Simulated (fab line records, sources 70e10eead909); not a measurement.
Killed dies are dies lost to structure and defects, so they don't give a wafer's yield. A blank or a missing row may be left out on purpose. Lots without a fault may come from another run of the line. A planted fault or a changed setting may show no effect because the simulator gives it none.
Chamber matching | flow nand_harc | NHARC_P_M2_ETCH_35 on rie_diel-02: 4 sister chambers
The step etches the open film in N2/H2, target depth 40 nm, overetch 12 nm, time 43.94 s. 30 wafers are shown with their chamber, then 12 later ones without.

WAFERS WITH THEIR CHAMBER
wafer  | chamber | drypump_motor_current_A (A) | showerhead_plenum_p_Torr (Torr) | rf_vpp_V (V)
L075.3 | 2       | 5.7                         | 2.17                            | 434.6
L075.4 | 3       | 5.9                         | 2.21                            | 435.2
L075.6 | 2       | 5.7                         | 2.17                            | 434.2
L078.1 | 1       | 5.2                         | 2.14                            | 434.0
L078.2 | 3       | 5.8                         | 2.21                            | 435.4
L078.3 | 2       | 5.7                         | 2.17                            | 436.6
L079.2 | 0       | 5.1                         | 2.15                            | 433.7
L079.4 | 2       | 5.7                         | 2.17                            | 433.0
L079.5 | 1       | 5.2                         | 2.14                            | 433.6
L080.1 | 2       | 5.7                         | 2.17                            | 432.8
L080.2 | 1       | 5.2                         | 2.14                            | 433.9
L080.5 | 0       | 5.1                         | 2.15                            | 433.1
L081.1 | 3       | 5.8                         | 2.21                            | 434.1
L081.4 | 0       | 5.1                         | 2.15                            | 434.0
L081.5 | 0       | 5.1                         | 2.15                            | 433.9
L084.2 | 2       | 5.7                         | 2.17                            | 433.5
L084.4 | 3       | 5.8                         | 2.21                            | 434.6
L084.6 | 1       | 5.2                         | 2.13                            | 433.6
L085.3 | 1       | 5.2                         | 2.13                            | 433.1
L085.5 | 3       | 5.8                         | 2.20                            | 434.8
L085.6 | 0       | 5.1                         | 2.15                            | 433.5
L088.1 | 0       | 5.1                         | 2.15                            | 433.7
L088.2 | 1       | 5.2                         | 2.13                            | 433.3
L088.4 | 3       | 5.8                         | 2.20                            | 436.3
L090.2 | 2       | 5.7                         | 2.17                            | 433.3
L090.3 | 3       | 5.8                         | 2.20                            | 434.9
L090.6 | 0       | 5.1                         | 2.15                            | 434.9
L091.1 | 3       | 5.8                         | 2.20                            | 435.7
L091.4 | 1       | 5.2                         | 2.13                            | 432.1
L091.5 | 0       | 5.1                         | 2.15                            | 433.2

SIGNATURES (means of the wafers above)
reading                  | chamber 0 | chamber 1 | chamber 2 | chamber 3 | scatter within a chamber
drypump_motor_current_A  | 5.100     | 5.200     | 5.700     | 5.812     | 0.0183
showerhead_plenum_p_Torr | 2.1500    | 2.1343    | 2.1700    | 2.2050    | 0.00378
rf_vpp_V                 | 433.750   | 433.371   | 434.000   | 435.125   | 0.839
Rule: a wafer's distance from a chamber is the root of the sum, over the readings, of the square of ((its reading less the chamber's mean) divided by the reading's scatter). The wafer belongs to the nearest chamber; if the next one is less than 2 further off, it can't be placed. The scatter: the root of (the sum of the squares of (reading less its chamber's mean) over the shown wafers, divided by (wafers less chambers)).

WAFERS WITHOUT THEIR CHAMBER
wafer  | drypump_motor_current_A (A) | showerhead_plenum_p_Torr (Torr) | rf_vpp_V (V)
L093.3 | 5.7                         | 2.17                            | 433.6
L093.5 | 5.8                         | 2.20                            | 433.9
L093.6 | 5.1                         | 2.15                            | 432.9
L096.1 | 5.7                         | 2.17                            | 435.7
L096.2 | 5.1                         | 2.15                            | 434.8
L096.3 | 5.2                         | 2.13                            | 432.4
L096.4 | 5.1                         | 2.15                            | 432.7
L096.5 | 5.7                         | 2.17                            | 434.1
L096.6 | 5.2                         | 2.13                            | 432.9
L097.2 | 5.2                         | 2.13                            | 433.7
L097.3 | 5.1                         | 2.15                            | 434.7
L097.4 | 5.7                         | 2.17                            | 434.3

WHICH CHAMBER EACH WENT THROUGH
wafer  | from the rows above | in truth
L093.3 | 2                   | 2
L093.5 | 3                   | 3
L093.6 | 0                   | 0
L096.1 | 2                   | 2
L096.2 | 0                   | 0
L096.3 | 1                   | 1
L096.4 | 0                   | 0
L096.5 | 2                   | 2
L096.6 | 1                   | 1
L097.2 | 1                   | 1
L097.3 | 0                   | 0
L097.4 | 2                   | 2
Placed correctly: 12 of 12. Can't be placed from these rows: 0. Placed wrongly: 0.
